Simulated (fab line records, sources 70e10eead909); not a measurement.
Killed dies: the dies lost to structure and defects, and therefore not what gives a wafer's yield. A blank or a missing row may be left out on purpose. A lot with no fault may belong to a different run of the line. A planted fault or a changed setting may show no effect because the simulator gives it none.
fab line records ; flow nandHarc
record lots=24; wafers=72; lastDay=33
route steps=1302 shown A_SLIT@933 A_WL_FILL@982 A_CONTACT@997
lots that met no fault: taken from a fault-free run of the same line
startH: hours from the record's first day to the start of the lot's first wafer shown ; waitH: hours from the lot's prior step to this one ; " as in the row above ; L1.1+2: a row that stands for several wafers ; - either no value or no given start ; * or withheld: withheld ; < > ~ a bound
route shown NAME@n: NAME is a module with steps in the file, n the number in the route of the first one ; usual: mean and standard deviation over wafers with no fault ; same: alike in all rows ; chamber/n: place in a boat ; sites: per-site readings ; _std_site: standard deviation across them ; _edge_site: mean of outer sites minus mean of inner sites ; radiusMm: for every site, how far away it sits from the centre of the wafer ; mask NAME#n: copy n ; behind: the last tool/chamber to shape the wafer ; hold: reason for holding the lot/hours on hold/outcome of the hold ; device: the n, p or np transistor that did not switch ; end of line: the same wafers' tests at the end of the route ; where a step has no rows: the recipe by itself ; killed: dies that structure and defects cost at the first sort, which is not the same as the wafer's yield ; map: shows each die of a wafer: x if killed, . if not, _ if none is there
set.NAME: the setting the step ran with; set.NAME@STEP: the setting that earlier step ran with ; model.NAME: the simulator's own value behind a step, which no gauge read
steps of the route over a sample of lots; a table a step, a row a wafer
services: the hour from which a tool's chamber was out of use, counted from the record's first day as startH (under 0 if before that day), plus the number of hours and why
## steps
# step NHARC_A_SLIT_CD_MEAS_09
# recipe targetCdNm=300; landingEnergyEv=500
# usual cdNm=299.9/0.49
lot.wafer;tool;chamber;startH;waitH;cdNm
L075.2;cdSem-02;0;460.26;-;299.2
L075.3;cdSem-02;0;460.26;-;299.7
L075.6;cdSem-02;0;460.26;-;299.7
L074.1;cdSem-03;0;461.11;-;299.9
L074.5;cdSem-03;0;461.11;-;299.6
L074.6;cdSem-03;0;461.11;-;300.0
L076.2;cdSem-02;0;473.61;-;300.0
L076.4;cdSem-02;0;473.61;-;300.2
L076.6;cdSem-02;0;473.61;-;300.3
L078.1;cdSem-01;0;480.67;-;299.2
L078.4;cdSem-01;0;480.67;-;298.9
L078.5;cdSem-01;0;480.67;-;299.3
L080.1;cdSem-03;0;494.44;-;300.7
L080.2;cdSem-03;0;494.44;-;300.1
L080.6;cdSem-03;0;494.44;-;299.9
L079.1;cdSem-01;0;494.76;-;299.8
L079.3;cdSem-01;0;494.76;-;299.4
L079.6;cdSem-01;0;494.76;-;299.6
L077.1;cdSem-01;0;497.44;-;299.8
L077.5;cdSem-01;0;497.44;-;299.9
L077.6;cdSem-01;0;497.44;-;300.1
L081.1;cdSem-01;0;515.39;-;299.4
L081.3;cdSem-01;0;515.39;-;300.3
L081.4;cdSem-01;0;515.39;-;299.5
L082.1;cdSem-03;0;515.88;-;300.2
L082.2;cdSem-03;0;515.88;-;300.5
L082.3;cdSem-03;0;515.88;-;300.1
L083.3;cdSem-02;0;534.82;-;300.7
L083.4;cdSem-02;0;534.82;-;300.6
L083.5;cdSem-02;0;534.82;-;300.2
L085.1;cdSem-01;0;551.36;-;299.7
L085.4;cdSem-01;0;551.36;-;300.0
L085.6;cdSem-01;0;551.36;-;300.2
L084.2;cdSem-02;0;551.52;-;300.2
L084.3;cdSem-02;0;551.52;-;300.4
L084.6;cdSem-02;0;551.52;-;300.7
L086.1;cdSem-03;0;565.05;-;300.5
L086.4;cdSem-03;0;565.05;-;299.7
L086.5;cdSem-03;0;565.05;-;300.0
L089.3;cdSem-01;0;587.75;-;300.4
L089.4;cdSem-01;0;587.75;-;300.9
L089.5;cdSem-01;0;587.75;-;300.4
L090.1;cdSem-01;0;589.20;-;298.8
L090.5;cdSem-01;0;589.20;-;298.8
L090.6;cdSem-01;0;589.20;-;298.6
L087.2;cdSem-03;0;589.59;-;299.8
L087.4;cdSem-03;0;589.59;-;300.6
L087.5;cdSem-03;0;589.59;-;300.6
L088.1;cdSem-02;0;591.63;-;300.1
L088.5;cdSem-02;0;591.63;-;300.0
L088.6;cdSem-02;0;591.63;-;300.7
L092.1;cdSem-03;0;634.04;-;300.1
L092.2;cdSem-03;0;634.04;-;300.4
L092.4;cdSem-03;0;634.04;-;299.8
L093.2;cdSem-02;0;634.71;-;300.5
L093.3;cdSem-02;0;634.71;-;299.9
L093.4;cdSem-02;0;634.71;-;300.6
L091.1;cdSem-03;0;637.13;-;300.4
L091.3;cdSem-03;0;637.13;-;299.8
L091.4;cdSem-03;0;637.13;-;299.7
L094.3;cdSem-01;0;656.81;-;299.1
L094.5;cdSem-01;0;656.81;-;299.0
L094.6;cdSem-01;0;656.81;-;299.9
L096.4;cdSem-03;0;661.08;-;299.6
L096.5;cdSem-03;0;661.08;-;299.8
L096.6;cdSem-03;0;661.08;-;299.3
L095.1;cdSem-02;0;661.37;-;299.1
L095.3;cdSem-02;0;661.37;-;300.0
L095.4;cdSem-02;0;661.37;-;299.5
L097.1;cdSem-01;0;678.30;-;300.1
L097.4;cdSem-01;0;678.30;-;299.8
L097.6;cdSem-01;0;678.30;-;300.1
# step NHARC_A_SLIT_ETCH_17
# recipe biasV=900; sourceW=withheld; pressureMtorr=20; arFlowSccm=375; c4f8FlowSccm=83.3; o2FlowSccm=41.7; timeS=4254.5; targetDepthA=2.03e+05; chemistry=C4F8/O2/Ar
# usual drypumpMotorCurrentA=6.0/0.64; showerheadPlenumPTorr=3.71/0.12; throttleValvePct=32.046/0.0096
lot.wafer;tool;chamber;startH;waitH;drypumpMotorCurrentA;rfHoursCounterH;showerheadPlenumPTorr;throttleValvePct
L075.2;harEtch-02;1;462.31;-;5.0;31;3.92;32.054
L075.3;harEtch-02;1;463.51;-;5.0;-;3.92;32.056
L075.6;harEtch-02;1;464.72;-;5.0;-;3.92;32.042
L074.1;harEtch-01;1;462.55;-;6.6;257;3.65;32.063
L074.5;harEtch-01;1;464.99;-;6.7;-;3.64;32.039
L074.6;harEtch-01;0;464.99;-;6.2;-;3.65;32.036
L076.2;harEtch-02;0;478.37;-;6.3;47;3.69;32.038
L076.4;harEtch-02;0;479.60;-;6.3;-;3.69;32.043
L076.6;harEtch-02;0;480.83;-;6.3;-;3.69;32.049
L078.1;harEtch-02;0;482.97;-;6.3;50;3.69;32.038
L078.4;harEtch-02;0;484.18;-;6.3;-;3.69;32.045
L078.5;harEtch-02;0;485.39;-;6.3;-;3.69;32.027
L080.2;harEtch-02;0;495.87;-;6.3;54;3.69;32.035
L080.1;harEtch-02;1;495.87;-;5.0;54;3.91;32.052
L080.6;harEtch-02;1;498.90;-;5.0;-;3.91;32.035
L079.1;harEtch-01;1;496.79;-;6.7;280;3.63;32.057
L079.3;harEtch-01;0;496.79;-;6.2;-;3.63;32.061
L079.6;harEtch-01;0;498.59;-;6.1;-;3.63;32.049
L077.1;harEtch-02;0;499.69;-;6.3;58;3.69;32.041
L077.6;harEtch-02;0;502.15;-;6.3;-;3.69;32.052
L077.5;harEtch-02;1;502.15;-;5.0;-;3.91;32.051
L081.1;harEtch-02;0;516.83;-;6.3;69;3.68;32.041
L081.3;harEtch-02;0;518.03;-;6.3;-;3.68;32.036
L081.4;harEtch-02;1;518.03;-;5.0;-;3.90;32.049
L082.2;harEtch-01;0;517.32;-;6.1;295;3.62;32.037
L082.1;harEtch-01;1;517.32;-;6.6;295;3.62;32.051
L082.3;harEtch-01;0;517.32;-;6.2;-;3.62;32.039
L083.4;harEtch-02;1;537.46;-;5.0;-;3.90;32.053
L083.3;harEtch-02;0;537.46;-;6.3;-;3.68;32.042
L083.5;harEtch-02;1;537.46;-;5.0;-;3.90;32.053
L085.1;harEtch-01;1;552.82;-;6.7;310;3.62;32.067
L085.4;harEtch-01;1;554.03;-;6.6;-;3.62;32.044
L085.6;harEtch-01;1;555.25;-;6.7;-;3.62;32.039
L084.2;harEtch-02;1;552.96;-;5.0;88;3.89;32.058
L084.3;harEtch-02;1;554.18;-;5.0;-;3.89;32.052
L084.6;harEtch-02;0;556.00;-;6.3;-;3.67;32.067
L086.1;harEtch-01;0;566.50;-;6.2;318;3.61;32.044
L086.4;harEtch-01;0;567.70;-;6.2;-;3.61;32.029
L086.5;harEtch-01;0;568.91;-;6.1;-;3.61;32.042
L089.4;harEtch-02;0;591.02;-;6.3;-;3.66;32.030
L089.3;harEtch-02;1;591.02;-;5.0;-;3.88;32.042
L089.5;harEtch-02;1;592.81;-;5.0;-;3.88;32.037
L090.1;harEtch-01;0;591.27;-;6.1;337;3.60;32.051
L090.6;harEtch-01;1;593.11;-;6.7;-;3.60;32.051
L090.5;harEtch-01;0;593.11;-;6.2;-;3.60;32.052
L087.2;harEtch-02;1;594.21;-;5.0;115;3.87;32.049
L087.4;harEtch-02;1;595.44;-;5.0;-;3.88;32.061
L087.5;harEtch-02;1;596.68;-;5.0;-;3.87;32.032
L088.1;harEtch-01;1;595.13;-;6.7;341;3.60;32.041
L088.5;harEtch-01;0;596.92;-;6.2;-;3.60;32.049
L088.6;harEtch-01;1;596.92;-;6.7;-;3.60;32.041
L092.1;harEtch-02;0;637.16;-;6.3;134;3.64;32.045
L092.2;harEtch-02;1;637.16;-;5.0;134;3.86;32.069
L092.4;harEtch-02;0;637.16;-;6.3;-;3.64;32.030
L093.2;harEtch-01;1;639.55;-;6.7;360;3.59;32.049
L093.4;harEtch-01;0;639.55;-;6.1;-;3.59;32.055
L093.3;harEtch-01;1;639.55;-;6.7;-;3.59;32.054
L091.1;harEtch-02;0;640.96;-;6.3;138;3.64;32.035
L091.4;harEtch-02;0;642.18;-;6.3;-;3.64;32.054
L091.3;harEtch-02;1;642.18;-;5.0;-;3.86;32.045
L094.3;harEtch-01;0;659.47;-;6.1;-;3.58;32.038
L094.6;harEtch-01;0;660.69;-;6.1;-;3.58;32.050
L094.5;harEtch-01;1;660.69;-;6.7;-;3.58;32.046
L095.1;harEtch-01;1;663.40;-;6.6;375;3.58;32.037
L095.3;harEtch-01;0;663.40;-;6.2;-;3.58;32.046
L095.4;harEtch-01;1;663.40;-;6.7;-;3.58;32.059
L096.4;harEtch-02;1;663.74;-;5.0;-;3.86;32.058
L096.6;harEtch-02;1;664.96;-;5.0;-;3.86;32.044
L096.5;harEtch-02;0;664.96;-;6.3;-;3.64;32.043
L097.1;harEtch-02;0;679.98;-;6.3;161;3.63;32.029
L097.4;harEtch-02;0;681.19;-;6.3;-;3.63;32.040
L097.6;harEtch-02;0;682.40;-;6.3;-;3.63;32.033
# step NHARC_A_WL_FILL_INSPECT_15
# usual rawDefectCount=489/98
lot.wafer;tool;chamber;startH;waitH;rawDefectCount
L074.1;defectInspect-02;-;491.87;0.0;428
L074.5;defectInspect-02;-;491.87;0.0;356
L074.6;defectInspect-02;-;491.87;0.0;482
L075.2;defectInspect-01;-;494.97;0.0;467
L075.3;defectInspect-01;-;494.97;0.0;458
L075.6;defectInspect-01;-;494.97;0.0;311
L076.2;defectInspect-02;-;513.57;0.0;393
L076.4;defectInspect-02;-;513.57;0.0;407
L076.6;defectInspect-02;-;513.57;0.0;389
L078.1;defectInspect-02;-;513.65;0.0;564
L078.4;defectInspect-02;-;513.65;0.0;661
L078.5;defectInspect-02;-;513.65;0.0;754
L079.1;defectInspect-02;-;525.62;0.0;485
L079.3;defectInspect-02;-;525.62;0.0;473
L079.6;defectInspect-02;-;525.62;0.0;520
L080.1;defectInspect-01;-;525.62;0.0;455
L080.2;defectInspect-01;-;525.62;0.0;457
L080.6;defectInspect-01;-;525.62;0.0;586
L077.1;defectInspect-02;-;529.76;0.0;528
L077.5;defectInspect-02;-;529.76;0.0;484
L077.6;defectInspect-02;-;529.76;0.0;660
L081.1;defectInspect-02;-;546.43;0.0;513
L081.3;defectInspect-02;-;546.43;0.0;477
L081.4;defectInspect-02;-;546.43;0.0;528
L082.1;defectInspect-01;-;550.08;0.0;493
L082.2;defectInspect-01;-;550.08;0.0;494
L082.3;defectInspect-01;-;550.08;0.0;442
L083.3;defectInspect-02;-;566.15;0.0;412
L083.4;defectInspect-02;-;566.15;0.0;504
L083.5;defectInspect-02;-;566.15;0.0;559
L084.2;defectInspect-01;-;583.32;0.0;323
L084.3;defectInspect-01;-;583.32;0.0;339
L084.6;defectInspect-01;-;583.32;0.0;384
L085.1;defectInspect-02;-;583.33;0.0;559
L085.4;defectInspect-02;-;583.33;0.0;511
L085.6;defectInspect-02;-;583.33;0.0;470
L086.1;defectInspect-01;-;599.98;0.0;533
L086.4;defectInspect-01;-;599.98;0.0;505
L086.5;defectInspect-01;-;599.98;0.0;710
L089.3;defectInspect-01;-;619.61;0.0;337
L089.4;defectInspect-01;-;619.61;0.0;395
L089.5;defectInspect-01;-;619.61;0.0;473
L090.1;defectInspect-01;-;622.89;0.0;423
L090.5;defectInspect-01;-;622.89;0.0;528
L090.6;defectInspect-01;-;622.89;0.0;459
L087.2;defectInspect-02;-;622.90;0.0;497
L087.4;defectInspect-02;-;622.90;0.0;422
L087.5;defectInspect-02;-;622.90;0.0;396
L088.1;defectInspect-02;-;623.05;0.0;471
L088.5;defectInspect-02;-;623.05;0.0;516
L088.6;defectInspect-02;-;623.05;0.0;430
L093.2;defectInspect-01;-;666.81;0.0;484
L093.3;defectInspect-01;-;666.81;0.0;427
L093.4;defectInspect-01;-;666.81;0.0;483
L092.1;defectInspect-01;-;666.95;0.0;437
L092.2;defectInspect-01;-;666.95;0.0;562
L092.4;defectInspect-01;-;666.95;0.0;432
L091.1;defectInspect-02;-;673.67;0.0;538
L091.3;defectInspect-02;-;673.67;0.0;377
L091.4;defectInspect-02;-;673.67;0.0;399
L096.4;defectInspect-02;-;692.14;0.0;412
L096.5;defectInspect-02;-;692.14;0.0;478
L096.6;defectInspect-02;-;692.14;0.0;394
L094.3;defectInspect-01;-;692.30;0.0;396
L094.5;defectInspect-01;-;692.30;0.0;473
L094.6;defectInspect-01;-;692.30;0.0;316
L095.1;defectInspect-01;-;695.21;0.0;556
L095.3;defectInspect-01;-;695.21;0.0;602
L095.4;defectInspect-01;-;695.21;0.0;623
L097.1;defectInspect-02;-;710.05;0.0;512
L097.4;defectInspect-02;-;710.05;0.0;501
L097.6;defectInspect-02;-;710.05;0.0;614
# step NHARC_A_CONTACT_CD_MEAS_42
# recipe targetCdNm=300; landingEnergyEv=500
# usual cdNm=299.9/0.47
lot.wafer;tool;chamber;startH;waitH;cdNm
L074.1;cdSem-01;0;500.91;-;299.5
L074.5;cdSem-01;0;500.91;-;300.0
L074.6;cdSem-01;0;500.91;-;300.2
L075.2;cdSem-03;0;502.50;-;299.6
L075.3;cdSem-03;0;502.50;-;300.2
L075.6;cdSem-03;0;502.50;-;300.2
L076.2;cdSem-03;0;520.22;-;300.8
L076.4;cdSem-03;0;520.22;-;300.2
L076.6;cdSem-03;0;520.22;-;300.8
L078.1;cdSem-01;0;520.37;-;299.2
L078.4;cdSem-01;0;520.37;-;299.3
L078.5;cdSem-01;0;520.37;-;299.4
L079.1;cdSem-03;0;531.27;-;299.7
L079.3;cdSem-03;0;531.27;-;299.8
L079.6;cdSem-03;0;531.27;-;299.6
L080.1;cdSem-02;0;531.42;-;300.4
L080.2;cdSem-02;0;531.42;-;300.2
L080.6;cdSem-02;0;531.42;-;301.0
L077.1;cdSem-01;0;539.09;-;300.0
L077.5;cdSem-01;0;539.09;-;299.7
L077.6;cdSem-01;0;539.09;-;299.7
L081.1;cdSem-01;0;554.24;-;300.8
L081.3;cdSem-01;0;554.24;-;300.1
L081.4;cdSem-01;0;554.24;-;300.6
L082.1;cdSem-03;0;561.27;-;299.3
L082.2;cdSem-03;0;561.27;-;299.9
L082.3;cdSem-03;0;561.27;-;300.0
L083.3;cdSem-02;0;572.54;-;300.0
L083.4;cdSem-02;0;572.54;-;300.3
L083.5;cdSem-02;0;572.54;-;300.3
L084.2;cdSem-03;0;593.29;-;300.0
L084.3;cdSem-03;0;593.29;-;300.0
L084.6;cdSem-03;0;593.29;-;299.8
L085.1;cdSem-02;0;593.84;-;299.6
L085.4;cdSem-02;0;593.84;-;300.0
L085.6;cdSem-02;0;593.84;-;300.0
L086.1;cdSem-02;0;605.64;-;299.2
L086.4;cdSem-02;0;605.64;-;299.8
L086.5;cdSem-02;0;605.64;-;299.7
L089.3;cdSem-01;0;625.38;-;300.0
L089.4;cdSem-01;0;625.38;-;300.8
L089.5;cdSem-01;0;625.38;-;300.4
L090.1;cdSem-02;0;628.57;-;300.5
L090.5;cdSem-02;0;628.57;-;300.1
L090.6;cdSem-02;0;628.57;-;300.5
L087.2;cdSem-02;0;629.13;-;300.0
L087.4;cdSem-02;0;629.13;-;300.2
L087.5;cdSem-02;0;629.13;-;299.4
L088.1;cdSem-01;0;629.59;-;300.3
L088.5;cdSem-01;0;629.59;-;300.1
L088.6;cdSem-01;0;629.59;-;300.2
L093.2;cdSem-01;0;672.79;-;298.6
L093.3;cdSem-01;0;672.79;-;299.2
L093.4;cdSem-01;0;672.79;-;299.1
L092.1;cdSem-01;0;674.66;-;300.2
L092.2;cdSem-01;0;674.66;-;300.0
L092.4;cdSem-01;0;674.66;-;300.5
L091.1;cdSem-01;0;680.82;-;299.8
L091.3;cdSem-01;0;680.82;-;299.7
L091.4;cdSem-01;0;680.82;-;299.6
L096.4;cdSem-01;0;699.29;-;300.6
L096.5;cdSem-01;0;699.29;-;299.7
L096.6;cdSem-01;0;699.29;-;299.9
L094.3;cdSem-02;0;700.24;-;300.0
L094.5;cdSem-02;0;700.24;-;300.0
L094.6;cdSem-02;0;700.24;-;300.1
L095.1;cdSem-03;0;703.61;-;299.2
L095.3;cdSem-03;0;703.61;-;299.5
L095.4;cdSem-03;0;703.61;-;299.9
L097.1;cdSem-03;0;715.58;-;300.0
L097.4;cdSem-03;0;715.58;-;300.2
L097.6;cdSem-03;0;715.58;-;299.9
# step NHARC_A_CONTACT_ETCH_115
# recipe sourceW=withheld; pressureMtorr=20; biasV=3000; timeS=190; targetDepthA=18500; arFlowSccm=withheld; c4f8FlowSccm=withheld; o2FlowSccm=withheld; chemistry=C4F8/O2/Ar
lot.wafer;tool;chamber;startH;waitH;rfHoursCounterH
L074.1;harCapEtch-02;0;503.63;0.1;82
L074.5;harCapEtch-02;0;503.63;0.1;-
L074.6;harCapEtch-02;1;503.63;0.1;-
L075.2;harCapEtch-03;0;505.48;0.2;45
L075.3;harCapEtch-03;1;505.48;0.2;-
L075.6;harCapEtch-03;0;505.48;0.2;-
L076.2;harCapEtch-03;0;522.96;0.1;47
L076.4;harCapEtch-03;1;522.96;0.1;-
L076.6;harCapEtch-03;1;522.96;0.1;-
L078.1;harCapEtch-02;1;523.32;0.2;86
L078.4;harCapEtch-02;1;523.32;0.2;-
L078.5;harCapEtch-02;0;523.32;0.2;-
L079.1;harCapEtch-02;0;534.80;0.2;89
L079.3;harCapEtch-02;0;534.80;0.2;-
L079.6;harCapEtch-02;1;534.80;0.2;-
L080.2;harCapEtch-01;0;534.82;0.1;5
L080.1;harCapEtch-01;1;534.82;0.1;5
L080.6;harCapEtch-01;1;534.82;0.1;-
L077.1;harCapEtch-02;1;542.04;0.2;91
L077.6;harCapEtch-02;1;542.04;0.2;-
L077.5;harCapEtch-02;0;542.04;0.2;-
L081.1;harCapEtch-03;1;557.43;0.2;56
L081.3;harCapEtch-03;0;557.43;0.2;-
L081.4;harCapEtch-03;1;557.43;0.2;-
L082.2;harCapEtch-02;1;564.05;0.1;96
L082.1;harCapEtch-02;0;564.05;0.1;96
L082.3;harCapEtch-02;1;564.05;0.1;-
L083.4;harCapEtch-02;1;575.55;0.1;-
L083.3;harCapEtch-02;0;575.55;0.1;-
L083.5;harCapEtch-02;1;575.55;0.1;-
L084.2;harCapEtch-03;1;596.04;0.1;61
L084.3;harCapEtch-03;1;596.04;0.1;-
L084.6;harCapEtch-03;1;596.04;0.1;-
L085.1;harCapEtch-01;0;596.55;0.1;16
L085.4;harCapEtch-01;1;596.55;0.1;-
L085.6;harCapEtch-01;1;596.55;0.1;-
L086.1;harCapEtch-01;1;608.36;0.1;19
L086.4;harCapEtch-01;0;608.36;0.1;-
L086.5;harCapEtch-01;0;608.36;0.1;-
L089.3;harCapEtch-02;0;628.44;0.1;-
L089.4;harCapEtch-02;1;628.44;0.1;-
L089.5;harCapEtch-02;0;628.44;0.1;-
L090.1;harCapEtch-01;1;631.64;0.1;23
L090.5;harCapEtch-01;1;631.64;0.1;-
L090.6;harCapEtch-01;0;631.64;0.1;-
L087.2;harCapEtch-03;0;631.84;0.1;68
L087.4;harCapEtch-03;0;631.84;0.1;-
L087.5;harCapEtch-03;1;631.84;0.1;-
L088.1;harCapEtch-02;0;632.31;0.1;110
L088.5;harCapEtch-02;0;632.31;0.1;-
L088.6;harCapEtch-02;1;632.31;0.1;-
L093.2;harCapEtch-02;1;675.53;0.1;115
L093.3;harCapEtch-02;0;675.53;0.1;-
L093.4;harCapEtch-02;1;675.53;0.1;-
L092.2;harCapEtch-01;0;677.43;0.1;30
L092.1;harCapEtch-01;1;677.43;0.1;30
L092.4;harCapEtch-01;0;677.43;0.1;-
L091.1;harCapEtch-03;1;683.56;0.1;75
L091.3;harCapEtch-03;0;683.56;0.1;-
L091.4;harCapEtch-03;1;683.56;0.1;-
L096.4;harCapEtch-03;1;702.10;0.1;-
L096.6;harCapEtch-03;0;702.10;0.1;-
L096.5;harCapEtch-03;1;702.10;0.1;-
L094.3;harCapEtch-02;1;703.04;0.1;-
L094.6;harCapEtch-02;0;703.04;0.1;-
L094.5;harCapEtch-02;1;703.04;0.1;-
L095.1;harCapEtch-03;1;706.53;0.1;81
L095.4;harCapEtch-03;0;706.53;0.1;-
L095.3;harCapEtch-03;1;706.53;0.1;-
L097.1;harCapEtch-01;0;718.32;0.1;38
L097.4;harCapEtch-01;1;718.32;0.1;-
L097.6;harCapEtch-01;1;718.32;0.1;-
# step NHARC_A_CONTACT_STRIP_55
# recipe o2FlowSccm=500; arFlowSccm=0; biasW=0; chemistry=O2
# usual drypumpMotorCurrentA=5.71/0.24; oesProductAu=0.999/0.0072; rfVppV=57.9/0.88; showerheadPlenumPTorr=3.54/0.12; throttleValvePct=17.036/0.0097
lot.wafer;tool;chamber;startH;waitH;drypumpMotorCurrentA;oesProductAu;rfHoursCounterH;rfVppV;showerheadPlenumPTorr;throttleValvePct
L074.1;rieDiel-13;1;-;-;5.55;1.008;26;58.8;3.49;17.037
L074.5;rieDiel-13;1;-;-;5.56;0.999;-;57.0;3.49;17.040
L074.6;rieDiel-13;2;-;-;6.01;1.000;-;56.6;3.40;17.015
L075.3;rieDiel-09;0;-;-;5.77;0.998;0;57.9;3.64;17.028
L075.2;rieDiel-09;1;-;-;5.69;0.993;0;58.8;3.71;17.034
L075.6;rieDiel-09;0;-;-;5.76;0.998;-;58.0;3.64;17.036
L076.2;rieDiel-09;1;-;-;5.65;0.995;4;59.2;3.71;17.033
L076.4;rieDiel-09;3;-;-;5.24;0.999;8;57.3;3.51;17.034
L076.6;rieDiel-09;0;-;-;5.79;1.000;-;57.5;3.64;17.019
L078.1;rieDiel-06;3;-;-;5.85;0.994;11;58.0;3.58;17.037
L078.4;rieDiel-06;1;-;-;5.31;0.998;-;56.4;3.31;17.040
L078.5;rieDiel-06;0;-;-;6.20;0.997;-;58.0;3.51;17.038
L080.1;rieDiel-13;1;-;-;5.56;1.012;3;57.8;3.49;17.038
L080.2;rieDiel-13;2;-;-;6.06;0.998;3;56.6;3.40;17.022
L080.6;rieDiel-13;0;-;-;5.44;1.000;-;57.5;3.50;17.031
L079.3;rieDiel-13;1;-;-;5.59;1.006;3;58.1;3.49;17.032
L079.1;rieDiel-13;0;-;-;5.42;0.992;3;57.7;3.50;17.045
L079.6;rieDiel-13;1;-;-;5.61;1.007;-;56.7;3.49;17.045
L077.1;rieDiel-13;3;-;-;5.78;1.008;6;58.6;3.72;17.044
L077.5;rieDiel-13;0;-;-;5.43;0.984;-;58.3;3.50;17.040
L077.6;rieDiel-13;1;-;-;5.55;0.997;-;57.7;3.49;17.016
L081.3;rieDiel-13;2;-;-;6.02;0.986;7;57.7;3.40;17.048
L081.1;rieDiel-13;0;-;-;5.46;0.986;8;57.0;3.50;17.066
L081.4;rieDiel-13;1;-;-;5.57;1.004;7;55.9;3.49;17.046
L082.2;rieDiel-13;2;-;-;6.00;0.996;7;56.1;3.40;17.054
L082.1;rieDiel-13;3;-;-;5.77;1.006;8;59.5;3.72;17.027
L082.3;rieDiel-13;1;-;-;5.58;0.997;8;59.0;3.49;17.038
L083.3;rieDiel-13;0;-;-;5.48;0.993;10;55.8;3.49;17.030
L083.4;rieDiel-13;2;-;-;6.03;1.008;10;58.9;3.40;17.037
L083.5;rieDiel-13;0;-;-;5.45;0.991;-;57.3;3.49;17.039
L084.3;rieDiel-06;3;-;-;5.78;1.018;32;57.7;3.56;17.027
L084.2;rieDiel-06;1;-;-;5.31;1.011;42;56.4;3.30;17.041
L084.6;rieDiel-06;3;-;-;5.80;1.017;-;56.7;3.56;17.028
L085.4;rieDiel-13;1;-;-;5.56;0.997;13;56.7;3.49;17.030
L085.1;rieDiel-13;2;-;-;6.02;1.002;13;57.6;3.39;17.053
L085.6;rieDiel-13;1;-;-;5.57;1.004;-;57.5;3.48;17.037
L086.4;rieDiel-09;1;-;-;5.67;1.005;31;58.2;3.70;17.025
L086.1;rieDiel-09;0;-;-;5.76;1.004;34;56.9;3.62;17.031
L086.5;rieDiel-09;1;-;-;5.63;0.992;-;58.3;3.70;17.034
L089.3;rieDiel-09;3;-;-;5.21;0.999;40;58.5;3.49;17.028
L089.4;rieDiel-09;0;-;-;5.81;1.010;39;56.3;3.62;17.046
L089.5;rieDiel-09;1;-;-;5.68;0.994;-;58.1;3.69;17.027
L090.1;rieDiel-13;0;-;-;5.47;0.997;16;59.2;3.49;17.021
L090.5;rieDiel-13;1;-;-;5.56;0.991;-;56.2;3.48;17.040
L090.6;rieDiel-13;2;-;-;6.01;0.996;-;57.2;3.39;17.045
L087.2;rieDiel-09;2;-;-;5.76;1.003;32;58.3;3.45;17.026
L087.4;rieDiel-09;3;-;-;5.23;1.005;40;57.2;3.49;17.038
L087.5;rieDiel-09;1;-;-;5.68;1.000;-;57.9;3.69;17.042
L088.1;rieDiel-09;0;-;-;5.76;0.996;39;57.9;3.62;17.020
L088.6;rieDiel-09;2;-;-;5.74;1.012;-;57.8;3.45;17.042
L088.5;rieDiel-09;3;-;-;5.22;0.989;-;58.3;3.49;17.030
L093.4;rieDiel-13;2;-;-;5.99;0.985;24;57.2;3.39;17.032
L093.3;rieDiel-13;3;-;-;5.79;0.992;24;57.4;3.71;17.048
L093.2;rieDiel-13;0;-;-;5.47;0.987;22;58.1;3.49;17.039
L092.2;rieDiel-13;0;-;-;5.49;0.993;23;59.1;3.49;17.038
L092.4;rieDiel-13;1;-;-;5.57;1.000;24;58.9;3.48;17.046
L092.1;rieDiel-13;3;-;-;5.79;1.008;24;57.5;3.71;17.038
L091.4;rieDiel-13;1;-;-;5.52;0.997;26;57.5;3.48;17.025
L091.3;rieDiel-13;2;-;-;6.04;0.990;27;58.2;3.39;17.028
L091.1;rieDiel-13;0;-;-;5.45;0.987;24;58.1;3.49;17.029
L096.4;rieDiel-06;2;-;-;5.83;0.998;11;59.0;3.67;17.052
L096.5;rieDiel-06;1;-;-;5.30;1.003;-;58.1;3.80;17.055
L096.6;rieDiel-06;2;-;-;5.78;0.992;-;57.2;3.67;17.019
L094.3;rieDiel-06;2;-;-;5.84;1.003;11;57.5;3.67;17.027
L094.5;rieDiel-06;3;-;-;5.84;1.002;-;59.0;3.55;17.051
L094.6;rieDiel-06;0;-;-;6.23;0.995;-;58.3;3.48;17.027
L095.1;rieDiel-13;2;-;-;6.00;1.009;0;58.2;3.39;17.034
L095.3;rieDiel-13;3;-;-;5.79;0.998;0;59.7;3.71;17.025
L095.4;rieDiel-13;0;-;-;5.51;0.995;0;56.6;3.49;17.043
L097.4;rieDiel-13;1;-;-;5.59;1.001;3;57.8;3.47;17.031
L097.1;rieDiel-13;3;-;-;5.80;1.002;2;58.5;3.71;17.057
L097.6;rieDiel-13;2;-;-;6.03;1.007;-;59.1;3.38;17.046
## services
tool;chamber;startH;hours;kind
rieDiel-13;0;451.88;-;clean
rieDiel-13;1;451.88;-;clean
rieDiel-13;2;451.88;-;clean
rieDiel-13;3;451.88;-;clean
rieDiel-13;0;476.38;-;clean
rieDiel-13;1;476.38;-;clean
rieDiel-13;2;476.38;-;clean
rieDiel-13;3;476.38;-;clean
rieDiel-06;-;485.31;9.0;pm
harCapEtch-01;-;497.00;17.0;pm
rieDiel-09;-;497.99;9.0;pm
rieDiel-13;0;500.88;-;clean
rieDiel-06;-;505.38;0.5;repair
rieDiel-13;-;521.78;9.0;pm
rieDiel-09;2;528.34;13.0;repair
harCapEtch-02;-;591.70;0.7;repair
rieDiel-06;-;656.42;0.4;repair
rieDiel-06;-;662.31;9.0;pm
rieDiel-13;-;671.11;0.3;repair
rieDiel-09;-;676.46;9.0;pm
rieDiel-13;2;692.40;2.7;repair
rieDiel-13;-;698.78;9.0;pm
rieDiel-06;1;706.72;2.7;repair
rieDiel-06;0;707.17;13.7;repair
## key
fault none
